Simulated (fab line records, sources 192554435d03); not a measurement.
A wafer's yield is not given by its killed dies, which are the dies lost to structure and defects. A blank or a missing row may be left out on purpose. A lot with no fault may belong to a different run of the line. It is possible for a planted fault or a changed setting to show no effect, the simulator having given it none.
Which tool was responsible?	flow n5_finfet	72 wafers from 24 lots sampled at 5 of the route's 1938 steps

WHAT THE GAUGES SHOWED, per wafer
N5_BEOL_M5_CD_MEAS_28: target cd 30.6 nm, target cd y 20 nm. Usual: cd_nm at 30.59 nm, with a standard deviation of 0.27.
lot	measured	on	cd_nm (nm)	flag
L074	day 10 00:09	cd_sem-03	30.14 30.32 30.34	
L075	day 11 08:25	cd_sem-02	30.70 30.44 30.73	
L076	day 11 14:04	cd_sem-03	30.37 30.44 30.89	
L077	day 11 18:14	cd_sem-01	30.43 30.63 30.87	
L078	day 12 00:25	cd_sem-03	30.88 30.94 30.65	
L080	day 12 06:42	cd_sem-01	30.33 30.16 30.44	
L081	day 12 10:25	cd_sem-03	31.17 31.10 30.84	
L082	day 12 15:49	cd_sem-01	30.24 30.41 30.72	
L083	day 12 16:04	cd_sem-03	30.63 30.62 30.64	
L084	day 12 22:04	cd_sem-02	31.05 30.77 30.51	
L085	day 13 06:59	cd_sem-01	30.63 30.55 30.82	
L086	day 13 11:50	cd_sem-01	30.13 30.25 30.69	
L092	day 13 11:30	cd_sem-03	30.39 30.91 30.55	
L088	day 14 04:26	cd_sem-03	30.45 30.54 30.67	
L089	day 14 08:59	cd_sem-01	30.91 30.58 30.74	
L087	day 14 10:27	cd_sem-01	30.46 30.63 30.88	
L090	day 14 10:57	cd_sem-03	30.62 30.62 31.31	
L091	day 14 16:39	cd_sem-02	30.53 30.39 30.28	
L093	day 14 19:45	cd_sem-03	30.57 30.38 30.10	
L079	day 15 17:18	cd_sem-01	31.13 30.68 30.86	
L097	day 15 17:29	cd_sem-01	30.59 30.60 30.30	
L096	day 16 02:14	cd_sem-03	30.96 30.44 31.07	
L095	day 16 19:26	cd_sem-02	30.48 30.34 30.37	
L094	day 16 13:14	cd_sem-03	30.60 30.95 30.23	

N5_BEOL_M5_OVL_MEAS_29. Usual: V4_OVL typically reads -0.3 nm, with standard deviation 0.58.
lot	measured	on	V4_OVL (nm)	flag
L074	day 10 00:11	overlay-01	-0.1 0.6 0.1	
L075	day 11 08:26	overlay-02	0.5 0.3 -0.6	
L076	day 11 14:05	overlay-01	-0.7 -0.5 0.7	
L077	day 11 18:16	overlay-01	-0.8 -0.7 -0.7	
L078	day 12 00:27	overlay-02	-0.3 0.2 0.0	
L080	day 12 06:44	overlay-02	0.2 -0.1 -0.3	
L081	day 12 10:26	overlay-02	-0.3 0.2 0.1	
L082	day 12 15:52	overlay-01	0.8 -0.6 -0.4	
L083	day 12 16:05	overlay-01	0.3 -0.2 -0.5	
L084	day 12 22:07	overlay-01	-0.3 -1.4 -0.6	
L085	day 13 07:01	overlay-01	0.4 -0.1 -0.3	
L086	day 13 11:53	overlay-01	-1.3 -0.4 -1.1	
L092	day 13 11:32	overlay-01	-0.1 -0.9 -0.2	
L088	day 14 04:28	overlay-01	-0.6 0.0 -1.2	
L089	day 14 09:02	overlay-01	0.0 0.1 -0.5	
L087	day 14 10:29	overlay-02	0.3 -0.2 -0.6	
L090	day 14 10:59	overlay-01	-1.3 -1.5 -1.2	
L091	day 14 16:41	overlay-01	0.2 0.4 0.1	
L093	day 14 19:47	overlay-02	0.1 -0.1 0.6	
L079	day 15 17:20	overlay-02	-1.1 -0.4 -1.4	
L097	day 15 17:31	overlay-01	-0.9 -0.1 -0.9	
L096	day 16 02:16	overlay-02	-0.8 -2.0 0.2	
L095	day 16 19:28	overlay-01	-0.7 -0.6 -0.9	
L094	day 16 13:16	overlay-02	-0.7 -1.0 -0.9	

WHAT TOOL EACH LOT RAN ON (gives the tool, then ch and the chambers of the sampled wafers, and finally the start)
lot	N5_BEOL_M4_ANNEAL_87	N5_BEOL_M4_ANNEAL_51	N5_BEOL_M5_PECVD_70
L074	pvd_sputter-02, day 9 16:24	rtp_anneal-02 ch 0, day 9 17:47	pecvd-02 ch 0,1,2, day 9 20:23
L075	pvd_sputter-01, day 11 01:53	rtp_anneal-01 ch 0, day 11 03:26	pecvd-04 ch 0,1,2, day 11 06:05
L076	pvd_sputter-01, day 11 07:41	rtp_anneal-01 ch 0, day 11 08:54	pecvd-03 ch 0,1,2, day 11 11:28
L077	pvd_sputter-02, day 11 10:23	rtp_anneal-02 ch 0, day 11 11:36	pecvd-02 ch 0,1, day 11 14:34
L078	pvd_sputter-03, day 11 16:23	rtp_anneal-02 ch 0, day 11 17:36	pecvd-02 ch 0,1, day 11 20:37
L080	pvd_sputter-01, day 11 23:41	rtp_anneal-01 ch 0, day 12 00:55	pecvd-03 ch 0,1, day 12 04:51
L081	pvd_sputter-03, day 12 02:44	rtp_anneal-02 ch 0, day 12 04:12	pecvd-04 ch 0,1, day 12 06:41
L082	pvd_sputter-03, day 12 08:59	rtp_anneal-02 ch 0, day 12 10:41	pecvd-03 ch 1,2, day 12 13:04
L083	pvd_sputter-01, day 12 09:51	rtp_anneal-01 ch 0, day 12 11:14	pecvd-03 ch 0,1,2, day 12 13:43
L084	pvd_sputter-02, day 12 14:48	rtp_anneal-01 ch 0, day 12 16:06	pecvd-03 ch 0,1,2, day 12 18:31
L085	pvd_sputter-03, day 12 22:44	rtp_anneal-02 ch 0, day 13 00:02	pecvd-03 ch 0,2, day 13 02:25
L086	pvd_sputter-03, day 13 05:37	rtp_anneal-02 ch 0, day 13 06:52	pecvd-02 ch 0,2, day 13 09:19
L092	pvd_sputter-02, day 13 05:45	rtp_anneal-01 ch 0, day 13 07:01	pecvd-04 ch 0,1, day 13 09:26
L088	pvd_sputter-03, day 13 19:49	rtp_anneal-01 ch 0, day 13 21:16	pecvd-02 ch 0,1, day 13 23:44
L089	pvd_sputter-02, day 13 21:38	rtp_anneal-01 ch 0, day 13 22:54	pecvd-02 ch 1,2, day 14 02:25
L087	pvd_sputter-01, day 14 00:40	rtp_anneal-01 ch 0, day 14 02:04	pecvd-04 ch 0,1, day 14 04:29
L090	pvd_sputter-02, day 14 05:10	rtp_anneal-02 ch 0, day 14 06:25	pecvd-02 ch 0,2, day 14 08:52
L091	pvd_sputter-02, day 14 08:05	rtp_anneal-01 ch 0, day 14 09:18	pecvd-03 ch 0,1, day 14 11:47
L093	pvd_sputter-01, day 14 12:56	rtp_anneal-02 ch 0, day 14 14:22	pecvd-02 ch 1,2, day 14 16:47
L079	pvd_sputter-02, day 15 09:10	rtp_anneal-02 ch 0, day 15 10:23	pecvd-04 ch 1,2, day 15 12:52
L097	pvd_sputter-03, day 15 09:19	rtp_anneal-01 ch 0, day 15 10:45	pecvd-02 ch 0,1,2, day 15 13:17
L096	pvd_sputter-01, day 15 20:18	rtp_anneal-01 ch 0, day 15 21:35	pecvd-03 ch 0,1,2, day 16 00:04
L095	pvd_sputter-01, day 16 01:56	rtp_anneal-01 ch 0, day 16 12:40	pecvd-03 ch 0,2, day 16 15:10
L094	pvd_sputter-02, day 16 07:19	rtp_anneal-02 ch 0, day 16 08:32	pecvd-02 ch 0,1,2, day 16 11:31
- N5_BEOL_M4_ANNEAL_87: time 240 s.
- N5_BEOL_M4_ANNEAL_51: time 90 s.
- N5_BEOL_M5_PECVD_70: deposits SiO2 from TEOS/O2, target thk 16 nm, time 18 s.

AS READ BY THE TOOLS THEMSELVES (means over the sampled wafers that have a number; for cases with no such wafer, the mark the record gives instead)
N5_BEOL_M4_ANNEAL_87. Usual: heater_power_w at 836 W, with a standard deviation of 71.
lot	tool	heater_power_w (W)	flag
L074	pvd_sputter-02	841	
L075	pvd_sputter-01	862	
L076	pvd_sputter-01	790	
L077	pvd_sputter-02	844	
L078	pvd_sputter-03	788	
L080	pvd_sputter-01	830	
L081	pvd_sputter-03	849	
L082	pvd_sputter-03	791	
L083	pvd_sputter-01	934	
L084	pvd_sputter-02	834	
L085	pvd_sputter-03	830	
L086	pvd_sputter-03	838	
L092	pvd_sputter-02	828	
L088	pvd_sputter-03	799	
L089	pvd_sputter-02	824	
L087	pvd_sputter-01	863	
L090	pvd_sputter-02	804	
L091	pvd_sputter-02	805	
L093	pvd_sputter-01	812	
L079	pvd_sputter-02	797	
L097	pvd_sputter-03	744	
L096	pvd_sputter-01	792	
L095	pvd_sputter-01	852	
L094	pvd_sputter-02	819	

N5_BEOL_M4_ANNEAL_51. Usual: wafer_temp_C_max at 226.00, with a standard deviation of 0.23.
lot	tool	wafer_temp_C_max	flag
L074	rtp_anneal-02	226.15	
L075	rtp_anneal-01	225.82	
L076	rtp_anneal-01	225.71	
L077	rtp_anneal-02	226.08	
L078	rtp_anneal-02	226.12	
L080	rtp_anneal-01	226.09	
L081	rtp_anneal-02	226.11	
L082	rtp_anneal-02	226.11	
L083	rtp_anneal-01	225.79	
L084	rtp_anneal-01	225.71	
L085	rtp_anneal-02	225.96	
L086	rtp_anneal-02	226.09	
L092	rtp_anneal-01	225.87	
L088	rtp_anneal-01	226.05	
L089	rtp_anneal-01	225.76	
L087	rtp_anneal-01	226.19	
L090	rtp_anneal-02	226.25	
L091	rtp_anneal-01	226.08	
L093	rtp_anneal-02	226.25	
L079	rtp_anneal-02	226.05	
L097	rtp_anneal-01	225.82	
L096	rtp_anneal-01	225.76	
L095	rtp_anneal-01	226.05	
L094	rtp_anneal-02	226.26	

N5_BEOL_M5_PECVD_70. Usual: heater_power_outer_w 444 W, standard deviation 82; heater_power_w 759 W, standard deviation 110; showerhead_plenum_p_Torr 8.77 Torr, standard deviation 0.062; throttle_valve_pct 22.2 %, standard deviation 0.58.
lot	tool	heater_power_outer_w (W)	heater_power_w (W)	showerhead_plenum_p_Torr (Torr)	throttle_valve_pct (%)	flag
L074	pecvd-02	485	809	8.72	22.4	
L075	pecvd-04	456	751	8.76	22.4	
L076	pecvd-03	397	707	8.81	21.8	
L077	pecvd-02	414	728	8.69	22.6	
L078	pecvd-02	432	776	8.70	22.4	
L080	pecvd-03	343	627	8.86	22.2	
L081	pecvd-04	423	708	8.78	22.7	
L082	pecvd-03	423	745	8.81	21.7	
L083	pecvd-03	384	695	8.81	21.7	
L084	pecvd-03	420	730	8.81	21.8	
L085	pecvd-03	478	836	8.77	21.3	
L086	pecvd-02	509	850	8.76	22.4	
L092	pecvd-04	509	823	8.79	22.7	
L088	pecvd-02	372	683	8.70	22.4	
L089	pecvd-02	472	818	8.72	22.2	
L087	pecvd-04	464	749	8.78	22.7	
L090	pecvd-02	589	911	8.76	22.4	
L091	pecvd-03	386	688	8.86	22.1	
L093	pecvd-02	515	839	8.76	22.2	
L079	pecvd-04	494	807	8.76	22.5	
L097	pecvd-02	461	759	8.72	22.5	
L096	pecvd-03	373	695	8.82	21.8	
L095	pecvd-03	444	791	8.78	21.6	
L094	pecvd-02	510	847	8.73	22.5	

THE ANSWER, worked out from the rows above alone
Rule: a lot counts as off when the mean over its wafers that have a number is more than 3 standard deviations away from the usual mean. A lot without any number at a reading at which 4 lots or more have one is off too. Any other lot the step has rows for is counted as sound. The gauges are gone through in route order, then the tools' own readings, and for those a lot's mean is taken as printed above. The first step at which some lot is off is used, and at that step the reading that is off furthest; a lot without a number counts as furthest.
Nothing can be told from this: no lot is off at any reading shown.

WHAT WAS PUT IN BY THE SIMULATOR
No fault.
